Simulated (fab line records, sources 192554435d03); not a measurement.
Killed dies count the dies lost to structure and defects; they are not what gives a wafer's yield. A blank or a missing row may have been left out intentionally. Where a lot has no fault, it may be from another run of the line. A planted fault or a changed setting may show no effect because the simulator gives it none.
Matching of chambers | flow n5-finfet | rie-diel-03 running N5_BEOL_M0_SAQP_DESCUM_19: 4 sister chambers
The step chemistry O2, time 7.9 s. 14 wafers are shown with their chamber, then 7 later ones without.

EACH WAFER AND ITS CHAMBER
wafer  | chamber | throttle-valve-pct (%) | rf-vpp-V (V) | showerhead-plenum-p-Torr (Torr)
L076.1 | 1       | 20.55                  | 243.6        | 2.18
L076.2 | 0       | 20.34                  | 242.8        | 1.97
L076.5 | 1       | 20.54                  | 244.2        | 2.18
L078.2 | 3       | 20.40                  | 245.4        | 2.24
L078.5 | 3       | 20.42                  | 245.1        | 2.24
L078.6 | 2       | 20.62                  | 241.7        | 2.00
L085.3 | 1       | 20.57                  | 243.6        | 2.18
L085.5 | 3       | 20.42                  | 246.6        | 2.24
L085.6 | 2       | 20.66                  | 241.6        | 1.99
L087.1 | 1       | 20.56                  | 245.8        | 2.18
L087.5 | 0       | 20.09                  | 243.9        | 2.22
L087.6 | 3       | 20.43                  | 246.1        | 2.23
L090.1 | 1       | 20.58                  | 245.5        | 2.17
L090.4 | 2       | 20.67                  | 241.6        | 1.99

SIGNATURES (means of the wafers above)
reading                  | chamber 0 | chamber 1 | chamber 2 | chamber 3 | scatter within a chamber
throttle-valve-pct       | 20.2150   | 20.5600   | 20.6500   | 20.4175   | 0.0584
rf-vpp-V                 | 243.350   | 244.540   | 241.633   | 245.800   | 0.799
showerhead-plenum-p-Torr | 2.0950    | 2.1780    | 1.9933    | 2.2375    | 0.0561
Rule: a wafer's distance from a chamber is the root of the sum, over the readings, of the square of ((its reading less the chamber's mean) divided by the reading's scatter). If the next closest chamber is less than 2 further off than the closest, the wafer can't be placed; otherwise it belongs to the closest. The scatter is the square root of a quotient: the sum, over the shown wafers, of each reading's squared deviation from its chamber's mean, divided by wafers minus chambers.

WAFERS WHOSE CHAMBER IS MISSING
wafer  | throttle-valve-pct (%) | rf-vpp-V (V) | showerhead-plenum-p-Torr (Torr)
L090.6 | 20.44                  | 245.4        | 2.23
L095.1 | 20.43                  | 244.6        | 2.23
L095.3 | 20.10                  | 244.9        | 2.22
L095.6 | 20.44                  | 244.9        | 2.23
L097.1 | 20.44                  | 245.1        | 2.23
L097.4 | 20.60                  | 243.5        | 2.17
L097.6 | 20.69                  | 243.0        | 1.98

THE CHAMBER EACH PASSED THROUGH
wafer  | from the rows above     | in truth
L090.6 | can't be placed: 3 or 1 | 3
L095.1 | can't be placed: 3 or 1 | 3
L095.3 | 0                       | 0
L095.6 | can't be placed: 3 or 1 | 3
L097.1 | can't be placed: 3 or 1 | 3
L097.4 | 1                       | 1
L097.6 | 2                       | 2
Placed correctly: 3 of 7. From these rows, 4 cannot be placed; in 4 the true chamber is one of the candidates. Number placed wrongly: 0.
